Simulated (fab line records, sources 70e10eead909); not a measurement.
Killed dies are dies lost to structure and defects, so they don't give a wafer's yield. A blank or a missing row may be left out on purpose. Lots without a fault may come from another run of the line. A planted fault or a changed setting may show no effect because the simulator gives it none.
Which tool did it? | flow nand_harc | 11 lots, 33 wafers sampled, at 6 steps of a route of 1159

WHAT THE GAUGES READ, wafer by wafer
NHARC_A_M0_INSPECT_11.
lot  | measured     | on                | raw_defect_count
L240 | day 17 21:13 | defect_inspect-02 | 22 9 15
L245 | day 17 23:44 | defect_inspect-02 | 17 22 16
L247 | day 19 01:02 | defect_inspect-02 | 38 34 29
L250 | day 20 00:44 | defect_inspect-02 | 33 30 30
L251 | day 20 16:01 | defect_inspect-01 | 29 19 30
L253 | day 21 00:10 | defect_inspect-02 | 527 34 514
L256 | day 21 15:11 | defect_inspect-02 | 29 27 23
L255 | day 21 15:38 | defect_inspect-01 | 494 44 35
L258 | day 22 10:50 | defect_inspect-02 | 16 26 31
L260 | day 22 11:07 | defect_inspect-02 | 25 17 23
L261 | day 22 14:35 | defect_inspect-02 | 39 34 30

NHARC_A_M0_CD_MEAS_16.
lot  | measured     | on        | cd_nm (nm)
L240 | day 17 21:34 | cd_sem-02 | 79.8 81.2 79.8
L245 | day 18 00:06 | cd_sem-02 | 80.1 80.5 80.1
L247 | day 19 01:23 | cd_sem-03 | 80.3 79.4 79.5
L250 | day 20 01:05 | cd_sem-01 | 80.1 79.9 79.6
L251 | day 20 16:22 | cd_sem-01 | 80.8 81.1 81.8
L253 | day 21 00:32 | cd_sem-03 | 78.9 81.0 80.9
L256 | day 21 15:35 | cd_sem-03 | 79.7 80.3 80.0
L255 | day 21 16:08 | cd_sem-02 | 80.9 80.8 81.0
L258 | day 22 11:11 | cd_sem-03 | 79.7 80.2 80.9
L260 | day 22 11:28 | cd_sem-03 | 80.7 81.1 80.5
L261 | day 22 14:57 | cd_sem-02 | 80.4 81.3 80.2

NHARC_END_SORT_01.
lot  | measured     | on        | defect_limited_yield (%) | killed_at_array | killed_at_other | killed_at_periphery | killed_dies | killed_open | killed_short | sort_bin_2_pct (%) | sort_bin_3_pct (%) | sort_bin_4_pct (%) | sort_n_pass | sort_rim_yield_pct (%) | sort_yield_pct (%)
L253 | day 22 13:58 | prober-01 | 86.3 96.3 86.3           | 87 23 91        | 0 0 0           | 6 2 2               | 93 25 93    | 3 6 5       | 2 2 1        | 5.6 0.7 5.6        | 3.10 0.30 2.95     | 5.0 2.7 5.2        | 584 652 584 | 84.9 92.5 83.0         | 86.3 96.3 86.3
L255 | day 23 18:50 | prober-01 | 88.2 94.8 94.7           | 77 34 33        | 0 0 0           | 3 1 3               | 80 35 36    | 1 2 5       | 2 2 3        | 4.3 2.5 1.5        | 3.84 0.15 0        | 3.7 2.5 3.8        | 597 642 641 | 82.1 94.3 93.4         | 88.2 94.8 94.7

WHICH TOOL RAN EACH LOT (tool, then ch and the chambers of the sampled wafers, then the start)
lot  | NHARC_A_BLC_DEGAS_30         | NHARC_A_M0_DEP_00               | NHARC_A_M0_ETCH_34
L240 | pvd_sputter-01, day 17 18:43 | pecvd-02 ch 0,1,2, day 17 20:15 | rie_diel-06 ch 0,1, day 17 21:22
L245 | pvd_sputter-01, day 17 21:17 | pecvd-02 ch 0,2, day 17 22:53   | rie_diel-06 ch 0,2, day 17 23:53
L247 | pvd_sputter-03, day 18 19:36 | pecvd-02 ch 1,2, day 19 00:04   | rie_diel-13 ch 1,2,3, day 19 01:11
L250 | pvd_sputter-03, day 19 17:57 | pecvd-02 ch 1,2, day 19 23:51   | rie_diel-06 ch 0,3, day 20 00:52
L251 | pvd_sputter-02, day 20 11:58 | pecvd-02 ch 0,1,2, day 20 15:10 | rie_diel-02 ch 0,1, day 20 16:09
L253 | pvd_sputter-02, day 20 19:19 | pecvd-02 ch 0,1, day 20 23:11   | rie_diel-02 ch 0,1,2, day 21 00:19
L256 | pvd_sputter-01, day 21 12:28 | pecvd-03 ch 0,1,2, day 21 14:22 | rie_diel-13 ch 1,2, day 21 15:21
L255 | pvd_sputter-01, day 21 13:21 | pecvd-02 ch 0,2, day 21 14:50   | rie_diel-06 ch 0,1,3, day 21 15:48
L258 | pvd_sputter-02, day 22 02:40 | pecvd-03 ch 1,2, day 22 10:05   | rie_diel-06 ch 0,2,3, day 22 10:59
L260 | pvd_sputter-02, day 22 02:51 | pecvd-01 ch 0,2, day 22 10:16   | rie_diel-13 ch 1,2,3, day 22 11:15
L261 | pvd_sputter-02, day 22 12:05 | pecvd-03 ch 0,1,2, day 22 13:48 | rie_diel-13 ch 0,3, day 22 14:44
- NHARC_A_BLC_DEGAS_30: time 60 s.
- NHARC_A_M0_DEP_00: deposits SiOC, target thk 150 nm.
- NHARC_A_M0_ETCH_34: etches the open film in N2/H2, target depth 40 nm, overetch 12 nm, time 43.94 s.

WHAT THE TOOLS THEMSELVES READ (means of the sampled wafers that have a number; where no wafer has one, the mark that the record gives instead)
NHARC_A_BLC_DEGAS_30.
lot  | tool           | heater_power_w (W)
L240 | pvd_sputter-01 | 434
L245 | pvd_sputter-01 | 451
L247 | pvd_sputter-03 | 486
L250 | pvd_sputter-03 | 458
L251 | pvd_sputter-02 | 453
L253 | pvd_sputter-02 | 433
L256 | pvd_sputter-01 | 442
L255 | pvd_sputter-01 | 457
L258 | pvd_sputter-02 | 442
L260 | pvd_sputter-02 | 431
L261 | pvd_sputter-02 | 436

NHARC_A_M0_DEP_00.
lot  | tool     | rf_fwd_power_W (W) | showerhead_vpp_V (V)
L240 | pecvd-02 | 596.5              | 1523
L245 | pecvd-02 | 596.8              | 1523
L247 | pecvd-02 | 596.9              | 1518
L250 | pecvd-02 | 598.8              | 1519
L251 | pecvd-02 | 599.0              | 1516
L253 | pecvd-02 | 599.2              | 1524
L256 | pecvd-03 | 598.9              | 1507
L255 | pecvd-02 | 598.5              | 1541
L258 | pecvd-03 | 599.4              | 1527
L260 | pecvd-01 | 598.3              | 1386
L261 | pecvd-03 | 600.5              | 1514

NHARC_A_M0_ETCH_34.
lot  | tool        | drypump_motor_current_A (A) | oes_product_au (a.u.) | rf_fwd_power_W (W) | rf_vpp_V (V) | showerhead_plenum_p_Torr (Torr) | throttle_valve_pct (%)
L240 | rie_diel-06 | 6.0                         | 0.999                 | 396.3              | 433.4        | 2.12                            | 14.171
L245 | rie_diel-06 | 5.8                         | 0.992                 | 395.4              | 433.0        | 2.14                            | 14.179
L247 | rie_diel-13 | 6.2                         | 1.006                 | 394.0              | 433.1        | 2.12                            | 14.175
L250 | rie_diel-06 | 5.3                         | 1.000                 | 396.7              | 431.5        | 2.08                            | 14.167
L251 | rie_diel-02 | 5.7                         | 1.013                 | 396.0              | 426.4        | 1.92                            | 14.174
L253 | rie_diel-02 | 5.9                         | 1.002                 | 395.9              | 429.0        | 1.97                            | 14.167
L256 | rie_diel-13 | 5.7                         | 0.996                 | 392.4              | 433.4        | 2.12                            | 14.172
L255 | rie_diel-06 | 5.7                         | 0.986                 | 395.6              | 432.2        | 2.10                            | 14.168
L258 | rie_diel-06 | 5.5                         | 1.009                 | 395.7              | 432.9        | 2.12                            | 14.176
L260 | rie_diel-13 | 6.2                         | 1.002                 | 395.8              | 431.8        | 2.12                            | 14.172
L261 | rie_diel-13 | 5.9                         | 1.008                 | 396.6              | 430.8        | 2.06                            | 14.167

THE ANSWER, worked out from the rows above alone
Rule: what is usual is taken from the lots themselves. Put in order of their means at a reading, lots are off if they are a third of the lots or fewer, leave a main group of 4 or more, and stand apart from it by a gap of 3 or more times the standard deviation of the main group's means; of several such gaps the widest counts. A main group whose means are all the same, to the digits that the tables above print for the reading, isn't used. A lot without any number at a reading at which 4 lots or more have one is off too. The other lots that the step has rows for count as sound. The gauges are gone through in route order, then the tools' own readings, and for those a lot's mean is taken as printed above. The first step at which some lot is off is used, and at that step the reading that is off furthest; a lot without a number counts as furthest.
Off: L253, L255, at NHARC_A_M0_INSPECT_11 (raw_defect_count). The main group: mean 26, standard deviation 6.2.
A tool fits if, at a process step before that reading, it ran every lot that is off, and no sound lot after the first of them. The gauges at NHARC_A_M0_INSPECT_11 are tried like those tools. One fits: pecvd-02 at NHARC_A_M0_DEP_00. Its last sound lot is L251 (day 20 15:10), its first lot that is off L253 (day 20 23:11): a fault that began between those two fits.

WHAT THE SIMULATOR HAD PUT IN
Chamber particle source: pecvd-02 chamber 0, from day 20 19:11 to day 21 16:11, at NHARC_A_M0_DEP_00. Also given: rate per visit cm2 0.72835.
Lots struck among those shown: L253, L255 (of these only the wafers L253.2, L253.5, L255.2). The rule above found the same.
